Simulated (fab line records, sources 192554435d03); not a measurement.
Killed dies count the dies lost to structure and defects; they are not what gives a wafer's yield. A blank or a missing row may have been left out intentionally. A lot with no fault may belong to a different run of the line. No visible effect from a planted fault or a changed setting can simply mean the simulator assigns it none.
Matching of chambers -- flow n5-finfet -- N5_FIN_SAQP_STRIP_70 on rie-diel-04 has 4 sister chambers
The step strips in N2/H2. 18 wafers are shown with their chamber, then 9 later ones without.

EACH WAFER AND ITS CHAMBER
wafer,chamber,drypump-motor-current-A (A),throttle-valve-pct (%),oes-product-au (a.u.)
L074.1,0,5.3,18.65,0.75
L074.3,3,5.6,18.59,0.72
L074.4,1,5.5,18.94,0.90
L076.1,1,5.6,18.93,0.90
L076.2,2,6.0,18.67,0.85
L076.4,0,5.3,18.63,0.75
L079.1,2,6.0,18.70,0.85
L079.3,0,5.3,18.66,0.74
L079.4,1,5.5,18.93,0.88
L084.1,2,5.9,18.72,0.83
L084.5,2,6.0,18.71,0.83
L084.6,1,5.6,18.95,0.86
L086.1,0,5.3,18.69,0.73
L086.3,1,5.6,18.98,0.86
L086.5,1,5.6,18.98,0.87
L089.1,2,6.0,18.70,0.82
L089.4,3,5.6,18.63,0.70
L089.5,1,5.5,18.98,0.84

SIGNATURES (means of the wafers above)
reading,chamber 0,chamber 1,chamber 2,chamber 3,scatter within a chamber
drypump-motor-current-A,5.300,5.557,5.980,5.600,0.0424
throttle-valve-pct,18.6575,18.9557,18.7000,18.6100,0.0231
oes-product-au,0.7425,0.8729,0.8360,0.7100,0.0172
Rule: distance of a wafer from a chamber = root of the sum over the readings of ((wafer's reading minus chamber's mean) / reading's scatter) squared. If the next closest chamber is less than 2 further off than the closest, the wafer can't be placed; otherwise it belongs to the closest. How the scatter is found: for the shown wafers, subtract from each reading the mean of its chamber, square and add these, divide the total by (wafers less chambers), then take the root.

WAFERS WITHOUT THEIR CHAMBER
wafer,drypump-motor-current-A (A),throttle-valve-pct (%),oes-product-au (a.u.)
L091.3,5.3,18.69,0.72
L091.4,5.6,18.99,0.84
L091.5,6.0,18.72,0.82
L093.3,6.0,18.74,0.80
L093.5,5.6,18.99,0.83
L093.6,5.3,18.69,0.71
L094.2,5.6,18.66,0.68
L094.3,6.0,18.73,0.81
L094.5,5.6,19.01,0.82

WHICH CHAMBER EACH WENT THROUGH
wafer,from the rows above,in truth
L091.3,0,0
L091.4,1,1
L091.5,2,2
L093.3,2,2
L093.5,1,1
L093.6,0,0
L094.2,3,3
L094.3,2,2
L094.5,1,1
Correct placement for 9 of the 9. Left unplaced by these rows: 0. 0 placed wrongly.
